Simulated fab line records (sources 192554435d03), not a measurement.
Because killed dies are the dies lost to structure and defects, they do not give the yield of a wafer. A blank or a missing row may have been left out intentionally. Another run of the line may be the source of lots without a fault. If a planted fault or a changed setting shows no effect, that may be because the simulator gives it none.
One fault through the eyes of 2 desks + flow n5_finfet + each desk holds nothing but its own numbers, with what lay behind them at the end

== FROM THE METROLOGY DESK ==
Means of the sampled wafers that have a number, per lot and without regard to the tool the lot ran on: this is what the gauges read. Any lot whose mean is over 4 standard deviations away from the usual mean is out of limits and marked OUT; that distance is given in the brackets. Of its 11 readings 7 are shown: those that lie furthest out on some lot.
Columns: A = cd_nm at N5_BEOL_M2_CD_MEAS_18, usual 17.9 nm; B = DIBL_N at N5_BEOL_M4_RC_MEAS_101, usual 36.0 mV/V; C = IOFF_P at N5_BEOL_M4_RC_MEAS_101, usual 0.21 nA/um; D = ION_P at N5_BEOL_M4_RC_MEAS_101, usual 461 uA/um; E = SS_N at N5_BEOL_M4_RC_MEAS_101, usual 71.5 mV/dec; F = SS_P at N5_BEOL_M4_RC_MEAS_101, usual 73.4 mV/dec; G = VT_P at N5_BEOL_M4_RC_MEAS_101, usual -250 mV
| lot  | first seen here | A    | B    | C    | D   | E    | F    | G    |
|------|-----------------|------|------|------|-----|------|------|------|
| L844 | day 6 13:31     | 18.1 | 35.1 | 0.21 | 464 | 71.3 | 72.6 | -246 |
| L850 | day 8 01:31     | 18.4 | 35.3 | 0.19 | 461 | 71.2 | 72.9 | -252 |
| L853 | day 9 03:43     | 18.1 | 35.3 | 0.23 | 468 | 71.6 | 73.2 | -249 |
| L859 | day 10 07:40    | 17.6 | 35.3 | 0.22 | 466 | 71.6 | 73.6 | -249 |
| L862 | day 11 10:19    | 17.9 | 35.4 | 0.24 | 466 | 71.4 | 73.8 | -246 |
| L866 | day 12 03:04    | 17.7 | 38.1 | 0.25 | 462 | 72.0 | 73.6 | -247 |
| L864 | day 12 05:08    | 17.7 | 36.4 | 0.23 | 467 | 72.1 | 73.3 | -249 |
| L865 | day 12 05:10    | 17.9 | 36.8 | 0.26 | 469 | 71.6 | 73.5 | -247 |
| L867 | day 12 16:44    | 17.9 | 35.5 | 0.18 | 465 | 70.9 | 74.0 | -256 |
Result from this desk: across the 9 lots, nothing is out of limits.

== AT THE TOOL OWNER'S DESK: rie_diel-01 ==
The tool's own readings at N5_BEOL_M2_ETCHBACK_99 (etches SiO2 in CHF3, target depth 5 nm, time 10.4 s): means of the sampled wafers that have a number, for each lot that ran on this tool. Any lot whose mean is over 4 standard deviations away from the usual mean is out of limits and marked OUT; that distance is given in the brackets.
Columns: A = drypump_motor_current_A at N5_BEOL_M2_ETCHBACK_99, usual 5.8 A; B = oes_product_au at N5_BEOL_M2_ETCHBACK_99, usual 0.76 a.u.; C = rf_vpp_V at N5_BEOL_M2_ETCHBACK_99, usual 241 V; D = showerhead_plenum_p_Torr at N5_BEOL_M2_ETCHBACK_99, usual 2.16 Torr; E = throttle_valve_pct at N5_BEOL_M2_ETCHBACK_99, usual 17.19 %
| lot  | first seen here | A   | B               | C   | D    | E     |
|------|-----------------|-----|-----------------|-----|------|-------|
| L844 | day 6 16:10     | 6.1 | 0.72            | 234 | 2.12 | 17.52 |
| L850 | day 8 12:16     | 5.9 | 1.04            | 237 | 2.14 | 17.39 |
| L853 | day 9 06:43     | 6.2 | 1.14 (+4.4) OUT | 238 | 2.16 | 17.21 |
| L866 | day 12 11:51    | 5.9 | 0.80            | 239 | 2.21 | 17.30 |
| L865 | day 12 12:21    | 5.9 | 0.80            | 238 | 2.21 | 17.29 |
This desk's verdict: out of limits on L853, starting with L853 at day 9 06:43 (oes_product_au at N5_BEOL_M2_ETCHBACK_99). L844, L850, L866, L865: within limits.

== PUT TOGETHER ==
The tool owner's desk could have raised an alarm at day 9 06:43, on L853.
Nothing out of limits was seen by the metrology desk.
The metrology desk holds a record of L853, inside its limits.
N5_BEOL_M2_ETCHBACK_99 was run on rie_diel-01 by each of the lots named.

== WHAT THE SIMULATOR HAD INSERTED ==
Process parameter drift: rie_diel-01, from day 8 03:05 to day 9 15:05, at N5_BEOL_M2_ETCHBACK_99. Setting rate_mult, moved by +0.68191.
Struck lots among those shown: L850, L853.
Time in hours from fault onset to the first out-of-limits reading at each desk: the tool owner's desk, 28.
